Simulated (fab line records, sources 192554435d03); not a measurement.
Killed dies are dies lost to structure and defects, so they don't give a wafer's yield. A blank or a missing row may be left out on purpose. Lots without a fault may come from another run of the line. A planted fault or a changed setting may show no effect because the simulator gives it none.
Split-lot experiment | flow n5_finfet | 7 lots, 39 wafers read, on a route of 1938 steps

THE SPLIT
At N5_GATE_CUT_HM_DEP_46 (deposits SiO2 from TEOS/O2, target thk 130 nm, time 26.6 s), the setting time_s was moved away from the recipe's 26.6 s on 15 of the 39 wafers read, by -14.2% to +11.2%. The other wafers ran this setting at the recipe's value.

FROM THE SPLIT TO THE READING: what the file shows between them, 9 steps
- N5_GATE_CUT_COAT_34: time 60 s, resist thk 60 nm
- N5_GATE_CUT_COAT_35: time 60 s, resist thk 10 nm
- N5_GATE_CUT_STRIP_38: strips in N2/H2
- N5_GATE_CUT_STRIP_39: strips in N2/H2
- N5_GATE_CUT_HM_OPEN_40: chemistry C4F6/O2, target SiO2, target depth 139 nm, time 85.1 s
- N5_GATE_CUT_STRIP_41: strips in CF4
- N5_GATE_CUT_STRIP_42: strips in O2
- N5_GATE_CUT_ALD_22: deposits SiNx, target thk 16 nm, pulse time 1 s, ald cycles 320
- N5_GATE_CUT_CMP_23: polishes, stops on SiO2, t overpolish 23.4 s, target thk 16 nm

THE READING
GC_FILL_THK, in nm, at N5_GATE_CUT_THK_MEAS_24. Fault-free wafers of this fab line usually give 220.1 nm, standard deviation 1.7 nm.

wafer  | tool, chamber at the split | time_s as run, s | against the recipe | GC_FILL_THK, nm | against lot-mates on the recipe
L076.1 | pecvd-01, 2                | 26.6             | recipe             | 218.5           | -
L076.2 | pecvd-01, 0                | 26.6             | recipe             | 218.1           | -
L076.3 | pecvd-01, 1                | 26.6             | recipe             | 220.6           | -
L076.4 | pecvd-01, 1                | 26.6             | recipe             | 218.5           | -
L076.5 | pecvd-01, 0                | 26.6             | recipe             | 222.1           | -
L076.6 | pecvd-01, 2                | 26.6             | recipe             | 220.4           | -
L085.1 | pecvd-01, 2                | 26.6             | recipe             | 217.1           | -
L085.2 | pecvd-01, 1                | 26.6             | recipe             | 218.0           | -
L085.3 | pecvd-01, 0                | 24.26            | -8.8%              | 206.6           | -11.5
L085.4 | pecvd-01, 0                | 24.26            | -8.8%              | 209.5           | -8.6
L085.5 | pecvd-01, 1                | 26.6             | recipe             | 219.1           | -
L085.6 | pecvd-01, 2                | 24.26            | -8.8%              | 209.3           | -8.8
L086.1 | pecvd-01, 0                | 26.6             | recipe             | 218.0           | -
L086.2 | pecvd-01, 2                | 28.43            | +6.9%              | 227.1           | +7.3
L086.3 | pecvd-01, 1                | 28.43            | +6.9%              | 225.6           | +5.8
L086.4 | pecvd-01, 2                | 28.43            | +6.9%              | 230.9           | +11.1
L086.5 | pecvd-01, 0                | 26.6             | recipe             | 220.1           | -
L086.6 | pecvd-01, 1                | 26.6             | recipe             | 221.2           | -
L089.1 | pecvd-02, 1                | 26.6             | recipe             | 220.1           | -
L089.2 | pecvd-02, 0                | 29.57            | +11.2%             | 234.0           | +12.5
L089.3 | pecvd-02, 2                | 29.57            | +11.2%             | 230.4           | +8.9
L089.4 | pecvd-02, 1                | 26.6             | recipe             | 223.8           | -
L089.5 | pecvd-02, 0                | 29.57            | +11.2%             | 237.4           | +15.9
L089.6 | pecvd-02, 2                | 26.6             | recipe             | 220.7           | -
L090.1 | pecvd-02, 1                | 26.6             | recipe             | 219.6           | -
L090.2 | pecvd-02, 0                | 26.6             | recipe             | 219.7           | -
L090.3 | pecvd-02, 2                | 26.6             | recipe             | 218.4           | -
L090.4 | pecvd-02, 0                | 22.83            | -14.2%             | 205.2           | -14.0
L090.5 | pecvd-02, 1                | 22.83            | -14.2%             | 205.3           | -13.9
L090.6 | pecvd-02, 2                | 22.83            | -14.2%             | 203.8           | -15.4
L094.1 | pecvd-02, 0                | 28.41            | +6.8%              | 227.1           | +5.8
L094.2 | pecvd-02, 1                | 28.41            | +6.8%              | 227.8           | +6.5
L094.3 | pecvd-02, 0                | 28.41            | +6.8%              | 231.5           | +10.2
L094.4 | pecvd-02, 1                | 26.6             | recipe             | 220.2           | -
L094.5 | pecvd-02, 1                | 26.6             | recipe             | 221.9           | -
L094.6 | pecvd-02, 0                | 26.6             | recipe             | 221.7           | -
L095.1 | pecvd-01, 2                | 26.6             | recipe             | 219.6           | -
L095.2 | pecvd-01, 1                | 26.6             | recipe             | 218.8           | -
L095.5 | pecvd-01, 0                | 26.6             | recipe             | 220.9           | -

THE FIT
A straight line over all 39 wafers: GC_FILL_THK changes by +1.18 nm for each +1% of time_s; r = +0.97; the points scatter about the line by 1.9 nm.
The same after taking each lot's own level away (the mean of its wafers on the recipe; 39 wafers): +1.08 nm for each +1%; r = +0.97; scatter 1.6 nm.
On that fit, the largest move of time_s shifts the reading by 15 nm.
The lots' own levels span 218.07 to 221.53 nm, that is 2.0 times the standard deviation above.
So the lot-to-lot level changes the slope little: the two slopes agree.
Check: with one of the wafers moved furthest among these (-14.2%) left out of the fit, the line predicts -15.3 nm for it against its lot-mates. It came out at -14 nm against them.

THE WHOLE CHAIN: every reading that the file lists as answering this split, in the file's order
step                    | what it does                                                     | reading                                                                            | change (the file's fit)                | r (the file's)
N5_GATE_CUT_HM_DEP_46   | deposits SiO2 from TEOS/O2, target thk 130 nm, time 26.6 s       | SiO2_of_GATE_CUT_HM_DEP_46.thk_nm (the simulator's own value, which no gauge read) | +1.09 nm for each +1% of the setting   | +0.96
N5_GATE_CUT_HM_OPEN_40  | chemistry C4F6/O2, target SiO2, target depth 139 nm, time 85.1 s | etch_rf_on_time_s                                                                  | withheld for each +1% of the setting   | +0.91
N5_GATE_CUT_HM_OPEN_40  | chemistry C4F6/O2, target SiO2, target depth 139 nm, time 85.1 s | etch.depth_nm (the simulator's own value, which no gauge read)                     | +1.09 nm for each +1% of the setting   | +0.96
N5_GATE_CUT_HM_OPEN_40  | chemistry C4F6/O2, target SiO2, target depth 139 nm, time 85.1 s | SOC_of_GATE_CUT_COAT_34.thk_nm (the simulator's own value, which no gauge read)    | -0.225 nm for each +1% of the setting  | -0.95
N5_GATE_CUT_THK_MEAS_24 |                                                                  | GC_FILL_THK                                                                        | +1.08 for each +1% of the setting      | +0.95
N5_GATE_CUT_CMP_43      | polishes SiO2                                                    | SiO2_of_GATE_CUT_HM_DEP_46.thk_nm (the simulator's own value, which no gauge read) | +0.0504 nm for each +1% of the setting | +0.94

THE FILE'S OWN FIT
GC_FILL_THK changes by +1.08 nm for each +1% of time_s, r = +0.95.
